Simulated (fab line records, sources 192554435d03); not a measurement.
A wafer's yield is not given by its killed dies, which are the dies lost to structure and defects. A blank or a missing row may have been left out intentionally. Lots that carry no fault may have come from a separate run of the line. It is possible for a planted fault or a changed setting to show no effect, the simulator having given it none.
Matching of chambers :: flow n5Finfet :: 4 sister chambers for N5_BEOL_M12_CMP_49 on cmp-01
The step polishes, stops on SiOC, t overpolish 20.6 s, target thk 320 nm. 27 wafers are shown with their chamber, then 12 later ones without.

EACH WAFER AND ITS CHAMBER
wafer: L075.2
chamber: 3
motorCurrentA (A): 5.6
barrierFieldEndpointS (s): 30.8
overpolishRunS (s): 20.602

wafer: L075.3
chamber: 1
motorCurrentA (A): 8.2
barrierFieldEndpointS (s): 30.4
overpolishRunS (s): 20.613

wafer: L075.5
chamber: 1
motorCurrentA (A): 7.3
barrierFieldEndpointS (s): 29.7
overpolishRunS (s): 20.593

wafer: L077.1
chamber: 2
motorCurrentA (A): 5.5
barrierFieldEndpointS (s): 29.9
overpolishRunS (s): 20.598

wafer: L077.2
chamber: 0
motorCurrentA (A): 6.2
barrierFieldEndpointS (s): 29.7
overpolishRunS (s): 20.615

wafer: L077.6
chamber: 3
motorCurrentA (A): 5.8
barrierFieldEndpointS (s): 30.1
overpolishRunS (s): 20.603

wafer: L078.1
chamber: 1
motorCurrentA (A): 7.3
barrierFieldEndpointS (s): 29.8
overpolishRunS (s): 20.584

wafer: L078.3
chamber: 2
motorCurrentA (A): 5.6
barrierFieldEndpointS (s): 30.4
overpolishRunS (s): 20.618

wafer: L078.6
chamber: 2
motorCurrentA (A): 5.6
barrierFieldEndpointS (s): 30.5
overpolishRunS (s): 20.593

wafer: L083.3
chamber: 1
motorCurrentA (A): 7.9
barrierFieldEndpointS (s): 29.6
overpolishRunS (s): 20.609

wafer: L083.4
chamber: 0
motorCurrentA (A): 6.5
barrierFieldEndpointS (s): 30.3
overpolishRunS (s): 20.589

wafer: L083.5
chamber: 3
motorCurrentA (A): 5.7
barrierFieldEndpointS (s): 29.7
overpolishRunS (s): 20.595

wafer: L081.3
chamber: 2
motorCurrentA (A): 5.5
barrierFieldEndpointS (s): 29.7
overpolishRunS (s): 20.602

wafer: L081.5
chamber: 3
motorCurrentA (A): 5.9
barrierFieldEndpointS (s): 29.7
overpolishRunS (s): 20.597

wafer: L081.6
chamber: 0
motorCurrentA (A): 6.5
barrierFieldEndpointS (s): 29.6
overpolishRunS (s): 20.583

wafer: L084.1
chamber: 0
motorCurrentA (A): 6.1
barrierFieldEndpointS (s): 30.4
overpolishRunS (s): 20.603

wafer: L084.2
chamber: 3
motorCurrentA (A): 5.6
barrierFieldEndpointS (s): 29.9
overpolishRunS (s): 20.597

wafer: L084.6
chamber: 0
motorCurrentA (A): 6.3
barrierFieldEndpointS (s): 29.6
overpolishRunS (s): 20.606

wafer: L087.1
chamber: 1
motorCurrentA (A): 7.0
barrierFieldEndpointS (s): 30.5
overpolishRunS (s): 20.602

wafer: L087.2
chamber: 3
motorCurrentA (A): 5.7
barrierFieldEndpointS (s): 31.0
overpolishRunS (s): 20.607

wafer: L087.3
chamber: 0
motorCurrentA (A): 5.9
barrierFieldEndpointS (s): 30.4
overpolishRunS (s): 20.614

wafer: L086.1
chamber: 2
motorCurrentA (A): 5.6
barrierFieldEndpointS (s): 31.3
overpolishRunS (s): 20.589

wafer: L086.2
chamber: 3
motorCurrentA (A): 5.6
barrierFieldEndpointS (s): 31.0
overpolishRunS (s): 20.603

wafer: L086.5
chamber: 2
motorCurrentA (A): 5.7
barrierFieldEndpointS (s): 30.6
overpolishRunS (s): 20.604

wafer: L088.1
chamber: 2
motorCurrentA (A): 6.1
barrierFieldEndpointS (s): 30.6
overpolishRunS (s): 20.591

wafer: L088.2
chamber: 1
motorCurrentA (A): 7.9
barrierFieldEndpointS (s): 29.8
overpolishRunS (s): 20.593

wafer: L088.6
chamber: 2
motorCurrentA (A): 5.6
barrierFieldEndpointS (s): 30.4
overpolishRunS (s): 20.601

SIGNATURES, as means of the wafers listed above
reading: motorCurrentA
chamber 0: 6.250
chamber 1: 7.600
chamber 2: 5.650
chamber 3: 5.700
scatter within a chamber: 0.271

reading: barrierFieldEndpointS
chamber 0: 30.000
chamber 1: 29.967
chamber 2: 30.425
chamber 3: 30.314
scatter within a chamber: 0.482

reading: overpolishRunS
chamber 0: 20.60167
chamber 1: 20.59900
chamber 2: 20.59950
chamber 3: 20.60057
scatter within a chamber: 0.00972
Rule: a wafer lies at a distance from a chamber equal to the root of the sum of squares, over the readings, of (its reading less the chamber's mean, divided by the reading's scatter). If the next closest chamber is less than 2 further off than the closest, the wafer can't be placed; otherwise it belongs to the closest. How the scatter is found: for the shown wafers, subtract from each reading the mean of its chamber, square and add these, divide the total by (wafers less chambers), then take the root.

WAFERS WHOSE CHAMBER IS MISSING
wafer: L091.1
motorCurrentA (A): 8.3
barrierFieldEndpointS (s): 30.0
overpolishRunS (s): 20.604

wafer: L091.2
motorCurrentA (A): 6.5
barrierFieldEndpointS (s): 30.6
overpolishRunS (s): 20.602

wafer: L091.3
motorCurrentA (A): 5.9
barrierFieldEndpointS (s): 30.7
overpolishRunS (s): 20.599

wafer: L089.1
motorCurrentA (A): 5.6
barrierFieldEndpointS (s): 31.3
overpolishRunS (s): 20.593

wafer: L089.2
motorCurrentA (A): 5.6
barrierFieldEndpointS (s): 31.0
overpolishRunS (s): 20.590

wafer: L089.4
motorCurrentA (A): 6.0
barrierFieldEndpointS (s): 31.3
overpolishRunS (s): 20.605

wafer: L094.4
motorCurrentA (A): 6.6
barrierFieldEndpointS (s): 31.3
overpolishRunS (s): 20.605

wafer: L094.5
motorCurrentA (A): 5.5
barrierFieldEndpointS (s): 31.1
overpolishRunS (s): 20.609

wafer: L094.6
motorCurrentA (A): 6.3
barrierFieldEndpointS (s): 30.7
overpolishRunS (s): 20.594

wafer: L096.1
motorCurrentA (A): 8.1
barrierFieldEndpointS (s): 29.3
overpolishRunS (s): 20.589

wafer: L096.2
motorCurrentA (A): 5.5
barrierFieldEndpointS (s): 30.1
overpolishRunS (s): 20.608

wafer: L096.5
motorCurrentA (A): 5.8
barrierFieldEndpointS (s): 30.4
overpolishRunS (s): 20.607

EACH ONE'S CHAMBER
wafer: L091.1
from the rows above: 1
in truth: 1

wafer: L091.2
from the rows above: can't be placed: 0 or 3 or 2
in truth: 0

wafer: L091.3
from the rows above: can't be placed: 2 or 3 or 0
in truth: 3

wafer: L089.1
from the rows above: can't be placed: 2 or 3 or 0
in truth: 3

wafer: L089.2
from the rows above: can't be placed: 2 or 3 or 0
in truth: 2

wafer: L089.4
from the rows above: can't be placed: 2 or 3 or 0
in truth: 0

wafer: L094.4
from the rows above: can't be placed: 0 or 3 or 2 or 1
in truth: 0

wafer: L094.5
from the rows above: can't be placed: 2 or 3 or 0
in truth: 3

wafer: L094.6
from the rows above: can't be placed: 0 or 3 or 2
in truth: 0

wafer: L096.1
from the rows above: 1
in truth: 1

wafer: L096.2
from the rows above: can't be placed: 3 or 2 or 0
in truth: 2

wafer: L096.5
from the rows above: can't be placed: 3 or 2 or 0
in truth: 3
Correct placement for 2 of the 12. Can't be placed from these rows: 10 (the true chamber is among the candidates in 10). 0 placed wrongly.
